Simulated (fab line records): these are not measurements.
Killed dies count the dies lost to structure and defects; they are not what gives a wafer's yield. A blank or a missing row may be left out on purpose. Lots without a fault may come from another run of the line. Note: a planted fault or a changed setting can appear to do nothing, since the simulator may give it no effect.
fab line records	flow nand-harc
[record] lots = 24	wafers = 72	last-day = 33
route steps=1302 shown A_STAIRCASE@883 A_SGD_CUT@890 A_SLIT@933 A_SIN_REMOVE@951
lots untouched by any fault: they come from a run of this same line in which no faults occurred
start-h: start of the lot's first displayed wafer, in hours after the record's first day	wait-h: hours since the lot's step before	" same as the row above	L1.1+2: several wafers, shown together as one row	- value missing, or start not given	* or withheld: withheld	< > ~ a bound
route shown NAME@n: NAME is a module with steps in the file, n the number in the route of the first one	usual: the fault-free wafers' mean and standard deviation	same: alike in all rows	chamber/n: place in a boat	sites: each site's reading	_std_site: how widely they spread, as a standard deviation	_edge_site: the outer-site mean with the inner-site mean subtracted	radius-mm: for every site, how far away it sits from the centre of the wafer	mask NAME#n: copy n	behind: the most recent tool/chamber to have shaped the wafer	hold: reason for holding the lot/hours on hold/outcome of the hold	device: the n, p or np transistor that did not switch	end of line: the route-end tests of the same wafers	a step without rows: its recipe alone	killed: at the first sort, the dies lost to defects and structure; wafer yield is something else	map: the dies of a wafer, with x for killed, . for not killed, _ for no die there
set.NAME: the run value of the setting; set.NAME@STEP: its run value at that earlier step	model.NAME: the simulator's own value behind a step, which no gauge read
the route's steps for a sample of lots (tables are steps, rows are wafers)
services: a tool's chamber out of use, with start hour (start-h, from the record's first day; less than 0 if before it), hours out, and reason
[[steps]]
[step NHARC_A_STAIRCASE_ETCHBACK_157]
[recipe] target-depth-a = 900	over-etch-frac = 0.3	time-s = 167.14	ion-energy-ev = 120	ch3f-flow-sccm = 50	o2-flow-sccm = 30	ar-flow-sccm = 200	rf-w = 500	bias-w = 100	chemistry = CH3F/O2
[usual] drypump-motor-current-A = 5.6/0.37	oes-product-au = 0.967/0.029	rf-fwd-power-W = 497.7/1.6	rf-vpp-V = 244.4/1.7	showerhead-plenum-p-Torr = 2.46/0.1	throttle-valve-pct = 20.663/0.0087
lot.wafer	tool	chamber	start-h	wait-h	drypump-motor-current-A	oes-product-au	rf-fwd-power-W	rf-hours-counter-h	rf-vpp-V	showerhead-plenum-p-Torr	throttle-valve-pct
L074.4	rie-diel-04	1	412.45	0.2	5.8	0.932	498.2	16	244.0	2.51	20.662
L074.1	"	2	"	"	5.4	0.933	497.9	15	245.6	2.50	20.669
L074.2	"	3	"	"	6.3	0.936	498.3	19	247.5	2.65	20.661
L075.1	rie-diel-09	2	444.87	0.2	5.6	1.001	495.8	34	242.0	2.37	20.669
L075.3	"	3	"	"	5.3	1.005	495.2	45	246.6	2.55	20.655
L075.6	"	1	"	"	5.4	0.995	498.0	-	245.7	2.56	20.671
L077.4	rie-diel-01	3	457.07	0.2	6.5	0.998	497.9	21	241.7	2.33	20.646
L077.5	"	0	"	"	5.8	0.996	500.1	-	242.4	2.29	20.654
L077.6	"	1	"	"	5.2	0.998	496.1	-	240.2	2.30	20.653
L076.4	rie-diel-04	2	457.28	0.1	5.4	0.998	498.4	27	244.4	2.49	20.653
L076.1	"	0	"	"	5.4	0.986	496.1	34	243.7	2.41	20.667
L076.5	"	2	"	"	5.4	0.997	501.1	-	244.0	2.49	20.680
L078.2	rie-diel-04	0	481.68	0.2	5.4	0.972	497.6	40	244.8	2.40	20.659
L078.1	"	1	"	"	5.8	0.959	499.1	37	244.5	2.50	20.667
L078.6	"	3	"	"	6.2	0.982	496.7	-	246.8	2.64	20.650
L080.2	rie-diel-01	2	486.70	0.2	5.5	0.921	498.1	34	245.8	2.50	20.655
L080.3	"	1	"	"	5.3	0.919	497.9	39	242.6	2.30	20.659
L080.5	"	3	"	"	6.5	0.924	497.8	-	243.0	2.33	20.658
L079.1	rie-diel-09	2	486.98	0.1	5.6	0.935	500.7	46	243.1	2.37	20.678
L079.4	"	3	"	"	5.3	0.930	496.5	57	245.1	2.55	20.666
L079.6	"	2	"	"	5.6	0.927	498.8	-	242.7	2.37	20.668
L082.4	rie-diel-04	1	503.59	0.2	5.8	0.993	501.5	44	244.3	2.50	20.664
L082.3	"	3	"	"	6.3	0.994	498.7	51	246.5	2.64	20.672
L082.5	"	0	"	"	5.4	1.006	498.4	-	242.3	2.40	20.670
L081.3	rie-diel-04	2	503.71	0.1	5.4	0.970	497.0	43	244.3	2.48	20.671
L081.4	"	3	"	"	6.3	0.967	498.8	51	247.4	2.64	20.672
L081.2	"	1	"	"	5.8	0.962	498.1	44	245.1	2.50	20.655
L083.3	rie-diel-04	3	518.51	0.1	6.3	0.997	499.1	54	248.1	2.64	20.667
L083.4	"	2	"	"	5.4	0.994	500.7	49	245.2	2.48	20.650
L083.6	"	3	"	"	6.3	0.991	498.2	-	248.2	2.64	20.658
L084.1	rie-diel-09	1	533.01	0.2	5.4	1.003	496.6	10	243.4	2.55	20.659
L084.6	"	0	"	"	5.2	1.002	494.7	-	243.3	2.40	20.656
L084.5	"	1	"	"	5.4	0.999	496.2	-	245.0	2.55	20.661
L085.3	rie-diel-01	0	534.26	0.2	5.8	0.974	498.8	53	241.1	2.27	20.661
L085.1	"	1	"	"	5.2	0.978	497.7	57	242.5	2.29	20.673
L085.4	"	3	"	"	6.5	0.976	495.9	47	242.1	2.32	20.641
L086.2	rie-diel-04	2	547.98	0.2	5.4	0.997	497.1	2	244.2	2.48	20.659
L086.6	"	0	"	"	5.4	0.993	495.1	-	243.8	2.39	20.658
L086.5	"	1	"	"	5.8	0.994	496.8	-	246.6	2.50	20.673
L087.1	rie-diel-04	0	548.61	0.2	5.4	0.977	496.7	3	243.5	2.39	20.677
L087.2	"	1	"	"	5.8	0.976	496.5	2	245.1	2.49	20.648
L087.6	"	3	"	"	6.3	0.989	496.9	-	246.6	2.63	20.671
L089.1	rie-diel-09	2	579.43	0.1	5.6	0.995	498.0	9	244.9	2.36	20.661
L089.2	"	1	"	"	5.4	0.980	500.4	26	246.0	2.54	20.651
L089.6	"	3	"	"	5.3	0.997	498.5	-	244.9	2.53	20.661
L088.1	rie-diel-04	3	586.03	0.2	6.3	0.986	497.0	19	246.5	2.63	20.674
L088.4	"	3	"	"	6.2	0.975	496.4	-	247.1	2.63	20.655
L088.5	"	0	"	"	5.4	0.970	499.0	-	242.5	2.39	20.654
L090.4	rie-diel-09	3	595.87	0.1	5.3	0.934	495.3	34	246.7	2.53	20.667
L090.1	"	2	"	"	5.6	1.003	498.2	15	243.2	2.36	20.679
L090.6	"	0	"	"	5.2	0.932	497.6	-	243.4	2.39	20.651
L091.4	rie-diel-09	1	596.60	0.1	5.4	0.933	497.0	30	245.2	2.54	20.682
L091.2	"	2	"	"	5.6	0.925	497.3	15	244.0	2.36	20.660
L091.1	"	3	"	"	5.3	0.931	497.6	34	245.4	2.53	20.678
L092.2	rie-diel-09	0	606.41	0.1	5.2	0.948	497.9	37	242.8	2.39	20.662
L092.4	"	3	"	"	5.3	0.952	496.1	38	246.3	2.53	20.672
L092.6	"	1	"	"	5.4	0.953	497.7	-	243.9	2.54	20.658
L093.1	rie-diel-04	0	624.36	0.2	5.4	0.924	498.8	29	242.7	2.38	20.662
L093.2	"	1	"	"	5.8	0.921	497.3	28	243.2	2.48	20.679
L093.5	"	0	"	"	5.4	0.926	501.2	-	243.7	2.38	20.663
L094.1	rie-diel-01	1	624.63	0.2	5.2	0.955	499.7	21	240.9	2.28	20.651
L094.4	"	2	"	"	5.5	0.942	499.3	20	245.8	2.48	20.669
L094.5	"	1	"	"	5.2	0.956	497.1	-	241.8	2.28	20.664
L095.2	rie-diel-09	2	641.77	0.1	5.6	0.957	496.7	26	243.4	2.36	20.649
L095.4	"	3	"	"	5.3	0.944	500.1	47	243.6	2.53	20.646
L095.5	"	3	"	"	5.3	0.938	498.4	-	246.6	2.53	20.664
L096.4	rie-diel-09	0	651.03	0.2	5.2	1.002	496.0	53	242.7	2.39	20.663
L096.2	"	2	"	"	5.6	0.995	499.2	28	241.9	2.35	20.657
L096.6	"	3	"	"	5.3	1.000	495.2	-	246.5	2.52	20.671
L097.4	rie-diel-09	1	651.27	0.1	5.4	0.936	496.5	46	245.6	2.53	20.646
L097.2	"	0	"	"	5.2	0.930	494.5	53	242.7	2.39	20.661
L097.6	"	1	"	"	5.4	0.936	498.6	-	243.8	2.53	20.682
[step NHARC_A_SGD_CUT_DEP_00]
[recipe] target-thk-a = 500	temp-c = 400	target-thk-nm = 50	flow-sccm = 200	rf-w = 450	material = SiNx
[usual] heater-power-w = 673/87	rf-fwd-power-W = 447.3/1.5
lot.wafer	tool	chamber	start-h	wait-h	heater-power-w	rf-fwd-power-W
L074.1	pecvd-03	2	413.41	0.1	808	448.7
L074.2	"	1	"	"	502	446.9
L074.4	"	1	"	"	496	444.9
L075.3	pecvd-01	0	445.81	0.1	695	450.2
L075.1	"	2	"	"	663	447.6
L075.6	"	1	"	"	756	447.1
L077.5	pecvd-02	2	458.16	0.1	509	446.1
L077.4	"	0	"	"	816	447.4
L077.6	"	1	"	"	599	446.1
L076.1	pecvd-03	2	458.61	0.3	658	447.9
L076.4	"	0	"	"	843	447.4
L076.5	"	0	"	"	841	447.5
L078.2	pecvd-01	2	482.61	0.1	662	448.4
L078.1	"	1	"	"	652	446.2
L078.6	"	0	"	"	695	447.2
L080.2	pecvd-01	1	487.70	0.1	663	447.3
L080.3	"	2	"	"	596	448.3
L080.5	"	2	"	"	584	447.0
L079.1	pecvd-02	1	487.97	0.1	621	447.4
L079.6	"	0	"	"	798	448.0
L079.4	"	1	"	"	614	446.6
L082.3	pecvd-03	2	504.85	0.3	780	446.8
L082.5	"	2	"	"	806	448.1
L082.4	"	1	"	"	492	447.8
L081.2	pecvd-02	0	504.87	0.2	827	445.8
L081.3	"	2	"	"	566	448.2
L081.4	"	1	"	"	603	446.0
L083.3	pecvd-03	0	519.50	0.1	763	448.0
L083.6	"	0	"	"	765	448.6
L083.4	"	1	"	"	587	445.8
L084.1	pecvd-02	1	533.96	0.1	592	445.6
L084.6	"	1	"	"	608	445.9
L084.5	"	2	"	"	540	446.2
L085.1	pecvd-02	1	535.22	0.1	541	447.2
L085.3	"	0	"	"	841	448.2
L085.4	"	2	"	"	610	447.8
L086.2	pecvd-01	0	548.99	0.1	661	448.7
L086.6	"	1	"	"	609	448.6
L086.5	"	2	"	"	677	446.8
L087.2	pecvd-01	2	549.60	0.1	613	448.5
L087.1	"	1	"	"	656	447.0
L087.6	"	1	"	"	668	446.4
L089.1	pecvd-03	2	580.42	0.1	667	447.4
L089.2	"	1	"	"	569	444.8
L089.6	"	2	"	"	677	447.3
L088.1	pecvd-02	0	587.04	0.1	765	446.5
L088.4	"	1	"	"	660	445.2
L088.5	"	2	"	"	628	448.8
L090.1	pecvd-01	2	596.83	0.1	687	447.9
L090.4	"	0	"	"	699	449.5
L090.6	"	1	"	"	690	448.6
L091.1	pecvd-01	2	597.57	0.1	609	447.9
L091.2	"	0	"	"	693	448.6
L091.4	"	0	"	"	718	446.4
L092.2	pecvd-02	0	607.43	0.1	851	447.8
L092.4	"	2	"	"	586	447.8
L092.6	"	0	"	"	686	446.1
L093.1	pecvd-03	0	625.45	0.1	787	447.6
L093.2	"	1	"	"	603	443.0
L093.5	"	1	"	"	630	443.2
L094.1	pecvd-01	2	625.64	0.1	632	447.2
L094.5	"	0	"	"	711	450.0
L094.4	"	2	"	"	626	446.9
L095.2	pecvd-02	1	642.79	0.1	653	449.3
L095.5	"	0	"	"	824	446.0
L095.4	"	1	"	"	656	446.5
L096.2	pecvd-01	2	652.01	0.1	680	447.9
L096.6	"	1	"	"	668	444.4
L096.4	"	0	"	"	690	448.9
L097.2	pecvd-01	2	652.23	0.1	714	449.1
L097.4	"	0	"	"	704	446.3
L097.6	"	1	"	"	575	448.9
[step NHARC_A_SGD_CUT_OVL_MEAS_10]
[usual] overlay-x-nm = 0.0/0.86	overlay-y-nm = -0.2/0.87
lot.wafer	tool	chamber	start-h	wait-h	overlay-x-nm	overlay-y-nm
L074.1	overlay-01	-	414.09	-	-0.3	0.4
L074.2	"	-	"	"	-1.1	0.4
L074.4	"	-	"	"	-0.5	0.9
L075.1	overlay-01	-	446.50	-	-1.1	-1.0
L075.3	"	-	"	"	-1.1	-0.6
L075.6	"	-	"	"	-0.6	-0.6
L077.4	overlay-02	-	458.76	-	0.5	-0.3
L077.5	"	-	"	"	0.5	-0.4
L077.6	"	-	"	"	0.6	-0.8
L076.1	overlay-01	-	459.38	-	0.2	-2.9
L076.4	"	-	"	"	0.4	-2.2
L076.5	"	-	"	"	0.3	-2.7
L078.1	overlay-02	-	483.42	-	-1.2	-1.1
L078.2	"	-	"	"	-1.4	-1.1
L078.6	"	-	"	"	-1.5	-0.3
L080.2	overlay-01	-	488.35	-	-0.1	-0.4
L080.3	"	-	"	"	0.1	-0.9
L080.5	"	-	"	"	0.0	0.4
L079.1	overlay-02	-	488.76	-	1.6	0.0
L079.4	"	-	"	"	1.3	0.6
L079.6	"	-	"	"	0.9	0.1
L082.3	overlay-02	-	505.53	-	0.2	0.9
L082.4	"	-	"	"	0.4	0.5
L082.5	"	-	"	"	-0.2	0.2
L081.2	overlay-01	-	505.69	-	-0.8	-1.1
L081.3	"	-	"	"	-1.3	-1.7
L081.4	"	-	"	"	-1.1	-1.2
L083.3	overlay-01	-	520.29	-	1.1	0.5
L083.4	"	-	"	"	0.8	-0.4
L083.6	"	-	"	"	1.0	-0.7
L084.1	overlay-01	-	534.64	-	-0.5	0.9
L084.5	"	-	"	"	-0.5	1.2
L084.6	"	-	"	"	-0.4	0.9
L085.1	overlay-02	-	535.90	-	0.3	0.3
L085.3	"	-	"	"	0.2	0.0
L085.4	"	-	"	"	0.0	0.1
L086.2	overlay-02	-	549.62	-	-0.8	1.3
L086.5	"	-	"	"	-0.8	0.8
L086.6	"	-	"	"	-1.0	0.5
L087.1	overlay-02	-	550.41	-	0.2	-0.3
L087.2	"	-	"	"	0.1	0.3
L087.6	"	-	"	"	-0.3	0.7
L089.1	overlay-01	-	581.23	-	0.7	-0.2
L089.2	"	-	"	"	-0.1	0.2
L089.6	"	-	"	"	0.7	-0.1
L088.1	overlay-01	-	587.84	-	-0.1	0.4
L088.4	"	-	"	"	0.2	-0.1
L088.5	"	-	"	"	0.0	0.0
L090.1	overlay-01	-	597.51	-	0.0	0.8
L090.4	"	-	"	"	0.2	0.2
L090.6	"	-	"	"	0.0	0.7
L091.1	overlay-02	-	598.37	-	0.7	0.4
L091.2	"	-	"	"	0.8	0.3
L091.4	"	-	"	"	0.5	1.1
L092.2	overlay-02	-	608.18	-	-0.1	-0.3
L092.4	"	-	"	"	0.2	-0.8
L092.6	"	-	"	"	-0.1	-0.8
L093.1	overlay-01	-	626.23	-	-2.7	0.4
L093.2	"	-	"	"	-2.0	1.0
L093.5	"	-	"	"	-1.8	0.2
L094.1	overlay-01	-	626.40	-	0.5	-1.0
L094.4	"	-	"	"	0.6	-1.4
L094.5	"	-	"	"	0.3	-1.3
L095.2	overlay-02	-	643.54	-	1.2	-0.6
L095.4	"	-	"	"	1.1	0.0
L095.5	"	-	"	"	0.8	-0.3
L096.2	overlay-01	-	652.79	-	-0.4	-1.7
L096.4	"	-	"	"	-0.2	-1.9
L096.6	"	-	"	"	-0.9	-1.2
L097.2	overlay-02	-	653.05	-	0.8	0.3
L097.4	"	-	"	"	0.8	0.2
L097.6	"	-	"	"	1.3	0.1
[step NHARC_A_SGD_CUT_DESCUM_14]
[recipe] time-s = 3	o2-flow-sccm = 200	ar-flow-sccm = 0	bias-power-w = 0	chemistry = O2
[usual] drypump-motor-current-A = 5.6/0.39	oes-product-au = 0.997/0.0068	rf-vpp-V = 57.8/0.83	showerhead-plenum-p-Torr = 1.90/0.073	throttle-valve-pct = 11.311/0.0092
lot.wafer	tool	chamber	start-h	wait-h	drypump-motor-current-A	oes-product-au	rf-hours-counter-h	rf-vpp-V	showerhead-plenum-p-Torr	throttle-valve-pct
L074.2	rie-diel-12	1	414.19	0.1	5.7	0.994	6.5	58.2	1.95	11.301
L074.4	"	3	"	"	6.5	0.987	7.2	57.2	1.90	11.294
L074.1	"	0	"	"	5.4	1.011	6.8	58.8	1.91	11.321
L075.1	rie-diel-08	2	446.61	0.1	5.7	0.992	5.3	58.2	1.85	11.314
L075.3	"	0	"	"	5.3	1.006	6.0	58.5	2.03	11.306
L075.6	"	3	"	"	5.5	0.998	-	57.1	1.88	11.317
L077.4	rie-diel-08	3	458.86	0.1	5.5	0.997	7.0	57.9	1.88	11.320
L077.5	"	2	"	"	5.7	1.000	-	57.0	1.85	11.323
L077.6	"	3	"	"	5.5	0.985	-	56.6	1.88	11.306
L076.4	rie-diel-12	2	459.50	0.1	5.2	1.009	0.1	56.7	1.85	11.308
L076.1	"	3	"	"	6.5	0.988	0.5	56.9	1.90	11.316
L076.5	"	1	"	"	5.7	1.004	-	56.7	1.95	11.310
L078.1	rie-diel-05	1	483.52	0.1	5.1	0.993	3.8	57.8	1.98	11.328
L078.2	"	2	"	"	5.6	0.996	3.9	55.8	1.78	11.305
L078.6	"	2	"	"	5.6	0.997	-	56.4	1.78	11.307
L080.2	rie-diel-12	0	488.46	0.1	5.4	1.007	1.7	58.6	1.91	11.304
L080.3	"	2	"	"	5.2	1.000	1.4	56.9	1.85	11.324
L080.5	"	0	"	"	5.4	0.997	-	57.2	1.91	11.324
L079.1	rie-diel-08	3	488.86	0.1	5.5	0.995	8.7	58.2	1.88	11.311
L079.4	"	0	"	"	5.3	0.999	8.4	56.3	2.03	11.310
L079.6	"	0	"	"	5.2	0.998	-	57.8	2.03	11.306
L082.3	rie-diel-08	3	505.63	0.1	5.5	0.997	10.1	57.0	1.88	11.299
L082.5	"	3	"	"	5.5	0.990	-	56.8	1.88	11.313
L082.4	"	2	"	"	5.7	0.986	-	59.2	1.85	11.330
L081.2	rie-diel-05	3	505.78	0.1	6.2	0.990	3.2	58.1	1.92	11.321
L081.3	"	0	"	"	5.2	1.002	5.7	57.4	2.01	11.300
L081.4	"	2	"	"	5.6	0.987	6.2	58.4	1.78	11.309
L083.3	rie-diel-12	1	520.40	0.1	5.7	0.994	4.0	56.6	1.95	11.307
L083.4	"	3	"	"	6.5	0.993	4.0	57.6	1.90	11.304
L083.6	"	0	"	"	5.4	0.979	-	57.5	1.90	11.298
L084.1	rie-diel-05	1	534.77	0.1	5.2	0.992	6.9	58.1	1.98	11.317
L084.6	"	2	"	"	5.6	0.999	-	57.4	1.78	11.311
L084.5	"	3	"	"	6.2	1.005	-	59.5	1.92	11.315
L085.1	rie-diel-12	1	536.00	0.1	5.7	0.998	4.5	57.8	1.94	11.307
L085.4	"	2	"	"	5.2	1.007	3.8	57.8	1.85	11.324
L085.3	"	0	"	"	5.4	0.998	5.1	57.0	1.90	11.311
L086.2	rie-diel-05	2	549.74	0.1	5.6	0.992	8.1	56.7	1.78	11.325
L086.5	"	3	"	"	6.2	1.002	-	57.6	1.92	11.319
L086.6	"	0	"	"	5.3	1.009	-	59.0	2.01	11.309
L087.2	rie-diel-12	0	550.52	0.1	5.4	0.998	6.2	58.6	1.90	11.316
L087.1	"	2	"	"	5.2	1.004	4.6	57.5	1.85	11.307
L087.6	"	3	"	"	6.5	0.988	-	56.6	1.90	11.318
L089.1	rie-diel-05	3	581.33	0.1	6.2	1.007	7.5	59.1	1.92	11.299
L089.2	"	1	"	"	5.1	0.989	10.1	57.5	1.98	11.310
L089.6	"	3	"	"	6.2	1.004	-	58.7	1.92	11.297
L088.4	rie-diel-12	1	587.95	0.1	5.7	0.999	7.5	57.9	1.94	11.300
L088.1	"	2	"	"	5.2	0.990	6.2	58.3	1.84	11.310
L088.5	"	1	"	"	5.7	1.000	-	59.2	1.94	11.314
L090.4	rie-diel-08	0	597.63	0.1	5.2	0.998	2.4	59.0	2.02	11.312
L090.1	"	1	"	"	5.9	0.998	2.5	58.1	1.80	11.299
L090.6	"	2	"	"	5.7	1.002	-	59.1	1.84	11.324
L091.2	rie-diel-12	3	598.47	0.1	6.5	0.993	8.2	58.0	1.90	11.312
L091.1	"	1	"	"	5.7	1.005	8.8	59.6	1.94	11.306
L091.4	"	3	"	"	6.5	0.998	-	58.9	1.90	11.312
L092.2	rie-diel-05	0	608.28	0.1	5.3	0.986	1.4	57.9	2.01	11.306
L092.6	"	0	"	"	5.3	0.989	-	58.7	2.01	11.312
L092.4	"	1	"	"	5.2	0.995	-	58.6	1.98	11.308
L093.1	rie-diel-08	1	626.34	0.1	5.9	0.994	4.7	56.9	1.80	11.302
L093.2	"	3	"	"	5.5	0.995	5.3	57.2	1.87	11.316
L093.5	"	1	"	"	5.9	0.984	-	57.3	1.80	11.328
L094.4	rie-diel-05	1	626.50	0.1	5.1	0.993	2.5	58.0	1.98	11.300
L094.1	"	3	"	"	6.3	1.009	2.6	58.5	1.92	11.320
L094.5	"	1	"	"	5.2	0.991	-	58.6	1.98	11.306
L095.2	rie-diel-08	2	643.65	0.1	5.7	0.998	5.7	57.8	1.84	11.316
L095.4	"	0	"	"	5.2	0.994	5.5	58.7	2.02	11.310
L095.5	"	2	"	"	5.7	0.998	-	57.4	1.84	11.303
L096.2	rie-diel-05	1	652.88	0.1	5.2	0.993	3.7	56.7	1.98	11.305
L096.4	"	2	"	"	5.6	0.996	1.9	56.8	1.78	11.311
L096.6	"	2	"	"	5.6	0.993	-	56.7	1.78	11.306
L097.2	rie-diel-08	0	653.14	0.1	5.2	0.986	6.4	59.0	2.02	11.312
L097.4	"	1	"	"	5.9	0.987	6.2	58.3	1.80	11.300
L097.6	"	0	"	"	5.2	0.997	-	57.3	2.02	11.315
[step NHARC_A_SLIT_CD_MEAS_09]
[recipe] target-cd-nm = 300	landing-energy-ev = 500
[usual] cd-nm = 299.9/0.45
lot.wafer	tool	chamber	start-h	wait-h	cd-nm
L074.1	cd-sem-01	0	428.72	-	299.6
L074.2	"	0	"	"	299.6
L074.4	"	0	"	"	299.0
L075.1	cd-sem-02	0	458.27	-	300.0
L075.3	"	0	"	"	299.6
L075.6	"	0	"	"	300.7
L076.1	cd-sem-02	0	470.13	-	299.3
L076.4	"	0	"	"	299.9
L076.5	"	0	"	"	299.4
L077.4	cd-sem-02	0	470.98	-	299.7
L077.5	"	0	"	"	299.3
L077.6	"	0	"	"	299.3
L078.1	cd-sem-03	0	496.43	-	299.9
L078.2	"	0	"	"	299.2
L078.6	"	0	"	"	299.8
L079.1	cd-sem-03	0	502.11	-	299.5
L079.4	"	0	"	"	299.6
L079.6	"	0	"	"	299.3
L080.2	cd-sem-03	0	502.26	-	300.2
L080.3	"	0	"	"	300.7
L080.5	"	0	"	"	300.2
L082.3	cd-sem-03	0	517.10	-	300.0
L082.4	"	0	"	"	300.2
L082.5	"	0	"	"	300.1
L081.2	cd-sem-01	0	517.25	-	300.0
L081.3	"	0	"	"	299.7
L081.4	"	0	"	"	299.6
L083.3	cd-sem-03	0	532.23	-	299.9
L083.4	"	0	"	"	300.5
L083.6	"	0	"	"	300.0
L084.1	cd-sem-01	0	546.48	-	300.6
L084.5	"	0	"	"	300.1
L084.6	"	0	"	"	300.4
L085.1	cd-sem-03	0	547.61	-	300.1
L085.3	"	0	"	"	299.6
L085.4	"	0	"	"	299.1
L087.1	cd-sem-01	0	564.19	-	300.3
L087.2	"	0	"	"	299.9
L087.6	"	0	"	"	299.5
L086.2	cd-sem-02	0	564.58	-	299.2
L086.5	"	0	"	"	299.2
L086.6	"	0	"	"	299.7
L089.1	cd-sem-03	0	595.86	-	300.7
L089.2	"	0	"	"	300.1
L089.6	"	0	"	"	300.4
L088.1	cd-sem-01	0	600.93	-	300.5
L088.4	"	0	"	"	300.1
L088.5	"	0	"	"	299.8
L090.1	cd-sem-02	0	610.51	-	300.0
L090.4	"	0	"	"	300.0
L090.6	"	0	"	"	300.1
L091.1	cd-sem-01	0	611.30	-	299.7
L091.2	"	0	"	"	300.6
L091.4	"	0	"	"	299.7
L092.2	cd-sem-03	0	621.42	-	300.5
L092.4	"	0	"	"	300.7
L092.6	"	0	"	"	300.7
L094.1	cd-sem-01	0	637.90	-	300.1
L094.4	"	0	"	"	300.2
L094.5	"	0	"	"	300.2
L093.1	cd-sem-03	0	638.38	-	300.3
L093.2	"	0	"	"	300.6
L093.5	"	0	"	"	300.4
L095.2	cd-sem-02	0	656.32	-	299.4
L095.4	"	0	"	"	299.5
L095.5	"	0	"	"	299.7
L096.2	cd-sem-01	0	664.47	-	300.0
L096.4	"	0	"	"	300.2
L096.6	"	0	"	"	300.1
L097.2	cd-sem-03	0	664.63	-	300.0
L097.4	"	0	"	"	300.1
L097.6	"	0	"	"	300.3
[step NHARC_A_SIN_REMOVE_INSPECT_04]
[usual] raw-defect-count = 384/77
lot.wafer	tool	chamber	start-h	wait-h	raw-defect-count
L074.1	defect-inspect-01	-	442.98	0.0	408
L074.2	"	-	"	"	391
L074.4	"	-	"	"	292
L075.1	defect-inspect-01	-	471.29	0.0	490
L075.3	"	-	"	"	465
L075.6	"	-	"	"	370
L077.4	defect-inspect-02	-	483.14	0.0	396
L077.5	"	-	"	"	442
L077.6	"	-	"	"	342
L076.1	defect-inspect-01	-	483.14	0.0	515
L076.4	"	-	"	"	402
L076.5	"	-	"	"	399
L078.1	defect-inspect-01	-	509.38	0.0	252
L078.2	"	-	"	"	295
L078.6	"	-	"	"	313
L079.1	defect-inspect-02	-	515.21	0.0	331
L079.4	"	-	"	"	397
L079.6	"	-	"	"	428
L080.2	defect-inspect-01	-	515.21	0.0	310
L080.3	"	-	"	"	337
L080.5	"	-	"	"	415
L082.3	defect-inspect-02	-	530.21	0.0	403
L082.4	"	-	"	"	407
L082.5	"	-	"	"	480
L081.2	defect-inspect-01	-	530.21	0.0	316
L081.3	"	-	"	"	358
L081.4	"	-	"	"	299
L083.3	defect-inspect-02	-	550.42	0.0	594
L083.4	"	-	"	"	429
L083.6	"	-	"	"	397
L084.1	defect-inspect-01	-	562.60	0.0	266
L084.5	"	-	"	"	325
L084.6	"	-	"	"	334
L085.1	defect-inspect-02	-	562.64	0.0	332
L085.3	"	-	"	"	358
L085.4	"	-	"	"	303
L087.1	defect-inspect-02	-	577.33	0.0	419
L087.2	"	-	"	"	458
L087.6	"	-	"	"	412
L086.2	defect-inspect-01	-	577.35	0.0	362
L086.5	"	-	"	"	340
L086.6	"	-	"	"	384
L089.1	defect-inspect-01	-	608.93	0.0	416
L089.2	"	-	"	"	349
L089.6	"	-	"	"	479
L088.1	defect-inspect-01	-	614.76	0.0	384
L088.4	"	-	"	"	433
L088.5	"	-	"	"	357
L090.1	defect-inspect-02	-	623.63	0.0	434
L090.4	"	-	"	"	500
L090.6	"	-	"	"	421
L091.1	defect-inspect-02	-	626.99	0.0	418
L091.2	"	-	"	"	424
L091.4	"	-	"	"	394
L092.2	defect-inspect-02	-	634.49	0.0	338
L092.4	"	-	"	"	328
L092.6	"	-	"	"	298
L094.1	defect-inspect-02	-	651.15	0.0	285
L094.4	"	-	"	"	348
L094.5	"	-	"	"	490
L093.1	defect-inspect-01	-	652.99	0.0	378
L093.2	"	-	"	"	401
L093.5	"	-	"	"	279
L095.2	defect-inspect-02	-	675.69	0.0	397
L095.4	"	-	"	"	487
L095.5	"	-	"	"	337
L096.2	defect-inspect-01	-	679.50	0.0	324
L096.4	"	-	"	"	346
L096.6	"	-	"	"	417
L097.2	defect-inspect-01	-	683.34	0.0	263
L097.4	"	-	"	"	285
L097.6	"	-	"	"	255
[[services]]
tool	chamber	start-h	hours	kind
rie-diel-09	0	389.58	2.6	repair
rie-diel-05	2	391.04	6.4	repair
rie-diel-09	2	405.13	8.3	repair
rie-diel-04	2	405.71	3.7	repair
rie-diel-05	-	406.60	9.0	pm
pecvd-02	-	408.33	13.0	pm
pecvd-01	0	411.89	13.7	repair
rie-diel-04	1	426.06	9.2	repair
rie-diel-12	0	441.02	2.6	repair
rie-diel-12	-	445.40	9.0	pm
rie-diel-04	1	445.58	4.4	repair
pecvd-02	0	449.69	3.1	repair
rie-diel-04	0	460.20	10.4	repair
rie-diel-05	3	476.13	21.9	repair
rie-diel-08	2	484.20	3.3	repair
pecvd-01	-	492.36	13.0	pm
rie-diel-09	-	497.23	9.0	pm
rie-diel-08	0	497.87	8.6	repair
rie-diel-09	1	509.63	3.2	repair
rie-diel-04	-	532.73	9.0	pm
rie-diel-08	-	544.81	9.0	pm
rie-diel-04	2	567.01	34.5	repair
rie-diel-09	-	568.36	2.1	repair
rie-diel-04	3	630.97	5.3	repair
[[key]]
fault none
